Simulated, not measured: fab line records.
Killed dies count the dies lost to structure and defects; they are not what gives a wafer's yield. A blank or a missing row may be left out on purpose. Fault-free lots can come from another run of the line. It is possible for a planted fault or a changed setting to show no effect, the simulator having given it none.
Chamber matching -- flow n5-finfet -- 4 sister chambers for N5_PASSIVATION_STRIP_14 on rie-diel-06
The step strips in O2. 16 wafers are shown with their chamber, then 8 later ones without.

EACH WAFER AND ITS CHAMBER
wafer,chamber,drypump-motor-current-A (A),showerhead-plenum-p-Torr (Torr),throttle-valve-pct (%)
L747.3,1,5.9,2.06,16.61
L747.4,3,6.8,2.22,16.38
L747.5,3,6.8,2.22,16.39
L748.2,3,6.8,2.22,16.37
L748.3,1,5.9,2.06,16.61
L748.5,3,6.8,2.22,16.39
L755.2,0,6.1,2.09,16.85
L755.3,3,6.8,2.22,16.40
L755.5,0,6.1,2.09,16.83
L756.1,1,6.0,2.05,16.65
L756.3,3,6.8,2.22,16.39
L756.4,3,6.8,2.22,16.41
L758.3,1,5.9,2.05,16.64
L758.5,3,6.8,2.21,16.41
L758.6,0,6.1,2.09,16.85
L760.2,2,4.9,2.06,16.44

SIGNATURES (means of the wafers above)
reading,chamber 0,chamber 1,chamber 2,chamber 3,scatter within a chamber
drypump-motor-current-A,6.100,5.925,4.900,6.800,0.025
showerhead-plenum-p-Torr,2.0900,2.0550,2.0600,2.2188,0.00395
throttle-valve-pct,16.8433,16.6275,16.4400,16.3925,0.0155
Rule: for each reading, subtract the chamber's mean from the wafer's reading, divide by that reading's scatter and square the result; add these up over the readings and take the root, which gives the wafer's distance from the chamber. If the next closest chamber is less than 2 further off than the closest, the wafer can't be placed; otherwise it belongs to the closest. The scatter: take each reading less its chamber's mean, square it, sum over the shown wafers, divide by the number of wafers less the number of chambers, and take the root.

WAFERS MISSING THEIR CHAMBER
wafer,drypump-motor-current-A (A),showerhead-plenum-p-Torr (Torr),throttle-valve-pct (%)
L760.3,6.8,2.21,16.42
L760.5,5.9,2.05,16.66
L762.1,6.8,2.21,16.44
L762.2,4.9,2.06,16.44
L762.3,6.0,2.05,16.66
L766.1,6.1,2.09,16.91
L766.2,5.9,2.04,16.69
L766.5,4.9,2.05,16.46

EACH ONE'S CHAMBER
wafer,from the rows above,in truth
L760.3,3,3
L760.5,1,1
L762.1,3,3
L762.2,2,2
L762.3,1,1
L766.1,0,0
L766.2,1,1
L766.5,2,2
Placed correctly: 8 of 8. Can't be placed from these rows: 0. Wrongly placed: 0.
